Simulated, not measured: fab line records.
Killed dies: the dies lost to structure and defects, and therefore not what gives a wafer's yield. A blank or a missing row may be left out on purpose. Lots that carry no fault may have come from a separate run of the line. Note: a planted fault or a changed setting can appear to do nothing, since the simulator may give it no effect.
fab line records	flow n5-finfet	part 2 of 2: steps 5 to 6 of 6
record lots=18	wafers=54	last-day=18
route steps=1938 shown MOL_CONTACT_COAG@535 BEOL_M0_SAQP@632
lots untouched by any fault: they come from a run of this same line in which no faults occurred
start-h: the number of hours between the record's first day and the start of the first shown wafer of the lot	wait-h: how many hours have passed since the lot's step before this one	" identical to the entry in the row above	L1.1+2: several wafers, shown together as one row	- no value present, or no start provided	* or withheld: withheld	< > ~ a bound
route shown NAME@n: names a module that has steps shown in the file, with the first one's number in the route	usual: mean/standard deviation of fault-free wafers	same: alike in all rows	chamber/n: place in a boat	sites: each site's reading	_std_site: the values' standard deviation	_edge_site: mean of outer sites minus mean of inner sites	radius-mm: for every site, how far away it sits from the centre of the wafer	mask NAME#n: copy n	behind: the most recent tool/chamber to have shaped the wafer	hold: reason for holding the lot/hours on hold/outcome of the hold	device: the n, p or np transistor that did not switch	end of line: tests of these same wafers at the route's end	a step without rows: its recipe alone	killed: dies lost to structure and defects at the first sort, not the wafer's yield	map: per-die view of a wafer (x killed, . not killed, _ where there is no die)
set.NAME: the setting as run; set.NAME@STEP: as run at that earlier step	model.NAME: the simulator's own value behind a step, which no gauge read
a sample of lots followed through the steps of the route, with each step as a table and each wafer as a row
services: from which hour (start-h, from the record's first day; less than 0 if before it) a tool's chamber was out of use, for how many hours, and why
## steps
# step N5_MOL_CONTACT_COAG_ETCH_67
# recipe chemistry=N2/H2	target=SOC	target-depth-a=600	overetch-a=210	mask-material=SiARC	temp-c=40	time-s=101.2	ion-energy-ev=200	pressure-mtorr=30	source-w=840	bias-w=150	n2-flow-sccm=200	h2-flow-sccm=200
# usual bias-w=150.0/0.44	drypump-motor-current-A=5.8/0.41	n2-flow-sccm=200.0/0.59	oes-product-au=0.66/0.054	rf-fwd-power-W=835.4/2.8	rf-vpp-V=523.3/2.5	showerhead-plenum-p-Torr=2.52/0.086	throttle-valve-pct=17.81/0.21
lot.wafer	tool	chamber	start-h	wait-h	bias-w	drypump-motor-current-A	n2-flow-sccm	oes-product-au	rf-fwd-power-W	rf-hours-counter-h	rf-vpp-V	showerhead-plenum-p-Torr	throttle-valve-pct
L074.3	rie-diel-01	1	101.14	0.0	149.7	5.0	200.7	0.58	835.3	235	519.1	2.39	17.99
L074.4	"	2	"	"	150.3	5.7	200.4	0.67	830.9	90	524.1	2.58	17.87
L074.6	"	1	"	"	149.8	5.0	200.8	0.58	835.1	-	520.5	2.39	18.00
L075.1	rie-diel-02	0	107.03	0.0	149.8	5.3	199.2	0.61	839.5	170	521.9	2.54	17.94
L075.3	"	1	"	"	149.7	6.1	200.6	0.66	836.3	113	521.3	2.44	17.71
L075.5	"	2	"	"	150.8	5.7	200.2	0.78	832.9	-	522.8	2.51	18.11
L076.3	rie-diel-01	0	115.72	0.0	150.3	6.3	199.6	0.72	839.5	38	521.8	2.47	17.62
L076.5	"	0	"	"	149.7	6.2	200.1	0.74	838.3	-	520.7	2.47	17.61
L076.6	"	3	"	"	150.6	6.2	200.8	0.67	835.6	-	522.7	2.46	17.67
L079.2	rie-diel-02	2	138.24	0.0	149.3	5.7	199.0	0.75	832.8	33	520.6	2.50	18.16
L079.3	"	1	"	"	150.2	6.2	200.0	0.64	835.0	127	521.9	2.43	17.74
L079.6	"	1	"	"	150.6	6.2	201.1	0.64	837.9	-	521.8	2.43	17.74
L081.1	rie-diel-01	1	145.97	0.0	150.1	5.0	200.2	0.57	837.7	244	517.8	2.39	18.00
L081.3	"	2	"	"	149.6	5.6	200.0	0.65	830.5	114	524.4	2.57	17.93
L081.6	"	3	"	"	149.6	6.2	200.5	0.66	837.4	-	522.1	2.46	17.68
L082.4	rie-diel-02	3	149.72	0.0	149.9	5.9	200.2	0.65	842.4	125	527.8	2.67	17.50
L082.5	"	0	"	"	149.3	5.2	201.1	0.60	839.2	-	524.3	2.53	17.96
L082.6	"	3	"	"	149.8	5.9	201.0	0.65	838.5	-	525.8	2.67	17.51
L083.3	rie-diel-01	1	154.88	0.0	150.5	5.1	199.7	0.57	834.4	247	519.8	2.39	18.00
L083.4	"	0	"	"	149.4	6.2	200.6	0.71	836.3	55	520.4	2.46	17.64
L083.6	"	3	"	"	150.1	6.2	199.5	0.66	834.2	-	522.3	2.46	17.71
L084.1	rie-diel-02	3	165.20	0.0	150.5	5.9	199.8	0.65	835.1	131	527.0	2.67	17.49
L084.4	"	1	"	"	149.5	6.2	201.1	0.63	832.0	137	520.7	2.43	17.76
L084.6	"	2	"	"	149.7	5.7	201.3	0.73	837.2	-	522.0	2.50	18.17
L086.1	rie-diel-01	3	175.08	0.0	149.6	6.2	199.2	0.66	835.4	112	520.9	2.45	17.71
L086.2	"	0	"	"	149.6	6.3	200.2	0.70	838.2	63	522.1	2.46	17.66
L086.3	"	2	"	"	149.9	5.6	199.4	0.65	830.7	125	525.2	2.57	17.94
L087.1	rie-diel-02	2	182.45	0.0	150.9	5.7	200.5	0.73	834.3	50	522.8	2.49	18.18
L087.4	"	0	"	"	149.9	5.2	200.1	0.59	840.9	196	524.2	2.53	17.96
L087.5	"	1	"	"	150.0	6.1	199.8	0.63	837.7	-	521.5	2.42	17.75
L088.1	rie-diel-02	0	185.88	0.0	150.1	5.2	199.0	0.59	841.0	197	524.0	2.52	17.97
L088.3	"	2	"	"	150.4	5.7	199.5	0.73	830.1	50	522.5	2.49	18.16
L088.6	"	0	"	"	149.7	5.2	199.5	0.59	837.7	-	523.9	2.52	17.98
L089.3	rie-diel-01	0	191.31	0.0	150.3	6.3	200.3	0.69	838.6	70	522.4	2.46	17.68
L089.4	"	1	"	"	150.3	5.0	201.3	0.79	832.0	3	530.2	2.70	17.61
L089.6	"	1	"	"	150.4	5.1	200.7	0.79	833.3	-	529.5	2.70	17.62
L090.2	rie-diel-02	2	195.53	0.0	149.7	5.7	200.0	0.72	831.4	54	522.5	2.49	18.20
L090.4	"	0	"	"	150.4	5.2	200.0	0.59	833.7	201	523.5	2.52	17.97
L090.6	"	3	"	"	150.4	5.9	200.5	0.63	832.2	-	528.3	2.66	17.52
L093.2	rie-diel-01	3	214.98	0.0	150.0	6.2	199.1	0.65	834.2	127	521.9	2.45	17.74
L093.4	"	2	"	"	150.5	5.7	200.6	0.63	832.2	140	524.7	2.56	17.98
L093.5	"	1	"	"	150.1	5.0	200.1	0.76	829.7	-	529.3	2.70	17.63
L094.3	rie-diel-02	0	223.39	0.0	150.1	5.2	199.9	0.59	836.6	212	523.6	2.52	18.02
L094.4	"	1	"	"	150.2	6.1	198.9	0.62	838.2	-	521.8	2.42	17.78
L094.5	"	3	"	"	150.2	5.9	200.0	0.63	840.4	-	527.6	2.66	17.54
L092.1	rie-diel-01	0	223.49	0.0	150.4	6.2	199.2	0.68	837.8	82	521.6	2.45	17.68
L092.2	"	1	"	"	149.6	5.0	200.4	0.76	828.6	14	528.5	2.70	17.65
L092.5	"	3	"	"	149.4	6.2	200.5	0.64	835.9	-	521.7	2.45	17.77
L095.2	rie-diel-02	3	227.04	0.0	150.6	5.9	199.9	0.62	835.1	153	526.9	2.66	17.55
L095.3	"	2	"	"	149.8	5.7	201.0	0.71	837.4	63	521.6	2.49	18.19
L095.5	"	1	"	"	149.6	6.1	200.0	0.62	836.1	-	521.6	2.42	17.79
L096.2	rie-diel-02	1	233.75	0.0	149.7	6.2	199.7	0.62	837.0	163	521.6	2.42	17.79
L096.4	"	3	"	"	149.5	5.9	200.1	0.63	836.6	155	527.8	2.65	17.56
L096.6	"	3	"	"	149.7	5.9	200.6	0.63	836.1	-	527.7	2.65	17.55
# step N5_BEOL_M0_SAQP_PECVD_00
# recipe material=SiCN	target-thk-a=80	temp-c=withheld	precursor=3MS/NH3	pressure-torr=3	rf-w=202	time-s=14
# usual rf-fwd-power-W=198.9/1.2	showerhead-plenum-p-Torr=3.665/0.015	showerhead-vpp-V=887/41	throttle-valve-pct=8.9/0.51
lot.wafer	tool	chamber	start-h	wait-h	rf-fwd-power-W	showerhead-plenum-p-Torr	showerhead-vpp-V	throttle-valve-pct
L074.3	pecvd-01	0	105.76	0.1	199.8	3.673	869	8.9
L074.4	"	1	"	"	199.9	3.660	850	9.5
L074.6	"	0	"	"	199.1	3.670	861	9.3
L075.1	pecvd-02	1	111.65	0.2	198.2	3.641	896	8.9
L075.3	"	0	"	"	200.4	3.660	942	9.4
L075.5	"	0	"	"	198.9	3.662	946	9.4
L076.3	pecvd-01	0	120.32	0.1	198.4	3.679	856	8.7
L076.5	"	2	"	"	197.2	3.663	878	8.3
L076.6	"	0	"	"	198.3	3.669	864	8.9
L079.2	pecvd-03	0	142.85	0.2	198.8	3.681	937	8.6
L079.3	"	2	"	"	199.1	3.670	915	9.6
L079.6	"	2	"	"	199.5	3.680	919	9.6
L081.1	pecvd-01	2	150.59	0.2	197.6	3.661	889	8.4
L081.3	"	0	"	"	199.5	3.678	862	9.0
L081.6	"	2	"	"	197.3	3.676	881	8.4
L082.4	pecvd-02	1	154.34	0.1	198.3	3.639	909	9.1
L082.5	"	0	"	"	198.3	3.666	938	9.4
L082.6	"	2	"	"	199.9	3.677	830	8.0
L083.3	pecvd-01	2	159.48	0.1	197.1	3.668	893	8.5
L083.4	"	1	"	"	200.5	3.658	831	9.5
L083.6	"	0	"	"	197.5	3.682	861	9.1
L084.1	pecvd-03	1	169.85	0.2	199.0	3.641	933	8.9
L084.4	"	0	"	"	198.4	3.686	920	8.6
L084.6	"	1	"	"	199.8	3.638	931	8.9
L086.1	pecvd-01	0	179.72	0.2	198.3	3.668	864	8.7
L086.2	"	2	"	"	196.7	3.674	916	8.2
L086.3	"	1	"	"	200.2	3.663	823	9.6
L087.1	pecvd-01	2	187.38	0.2	197.3	3.663	874	8.4
L087.4	"	0	"	"	198.8	3.684	859	9.0
L087.5	"	1	"	"	200.6	3.662	841	9.8
L088.1	pecvd-02	0	190.49	0.2	199.5	3.657	952	9.7
L088.3	"	2	"	"	201.1	3.672	808	7.9
L088.6	"	1	"	"	198.4	3.649	883	9.2
L089.3	pecvd-03	2	195.93	0.1	198.2	3.666	918	9.3
L089.4	"	0	"	"	197.8	3.688	919	8.9
L089.6	"	2	"	"	198.9	3.679	911	9.4
L090.2	pecvd-02	1	200.13	0.2	197.9	3.639	882	8.9
L090.4	"	2	"	"	200.8	3.678	831	8.2
L090.6	"	1	"	"	198.1	3.645	892	9.0
L093.2	pecvd-02	0	219.79	0.2	200.3	3.661	952	9.5
L093.4	"	0	"	"	200.5	3.678	927	9.2
L093.5	"	2	"	"	199.0	3.680	847	8.1
L094.3	pecvd-01	0	228.00	0.1	198.3	3.682	859	9.0
L094.4	"	0	"	"	198.7	3.685	857	8.7
L094.5	"	1	"	"	200.0	3.665	835	9.5
L092.1	pecvd-03	1	231.00	0.2	198.5	3.642	927	8.9
L092.2	"	0	"	"	198.4	3.683	935	8.5
L092.5	"	0	"	"	198.1	3.667	939	8.6
L095.2	pecvd-03	1	234.02	0.2	199.3	3.643	951	9.0
L095.3	"	0	"	"	198.3	3.685	929	8.7
L095.5	"	0	"	"	198.9	3.674	929	8.8
L096.2	pecvd-02	2	238.36	0.2	199.6	3.676	838	8.2
L096.4	"	2	"	"	200.8	3.674	838	8.3
L096.6	"	1	"	"	198.1	3.645	904	9.0
## services
tool	chamber	start-h	hours	kind
ald-sin-04	3	67.01	5.7	repair
rie-diel-04	2	85.92	7.1	repair
ald-sin-02	-	86.02	14.0	pm
rie-diel-01	0	90.34	2.5	repair
rie-diel-04	-	93.97	28.1	pm
pecvd-01	-	110.41	6.0	pm
rie-diel-01	3	123.27	6.5	repair
pecvd-01	0	124.34	8.1	repair
rie-diel-02	0	128.23	12.0	repair
rie-diel-04	-	131.45	0.3	repair
ald-sin-04	0	136.29	5.6	repair
pecvd-02	-	144.48	2.8	pm
rie-diel-01	1	162.05	-	clean
rie-diel-01	1	162.05	-	consumable-replace:focus-ring
rie-diel-01	1	162.05	-	consumable-replace:showerhead
rie-diel-01	1	162.05	22.6	scheduled-down
pecvd-02	-	177.29	1.3	repair
ald-sin-04	-	177.92	14.0	pm
rie-diel-01	-	196.61	0.9	repair
rie-diel-04	3	198.02	17.3	repair
ald-sin-02	-	198.44	2.8	pm
rie-diel-02	2	220.41	6.5	repair
rie-diel-04	1	221.06	3.8	repair
rie-diel-01	2	231.74	9.0	repair
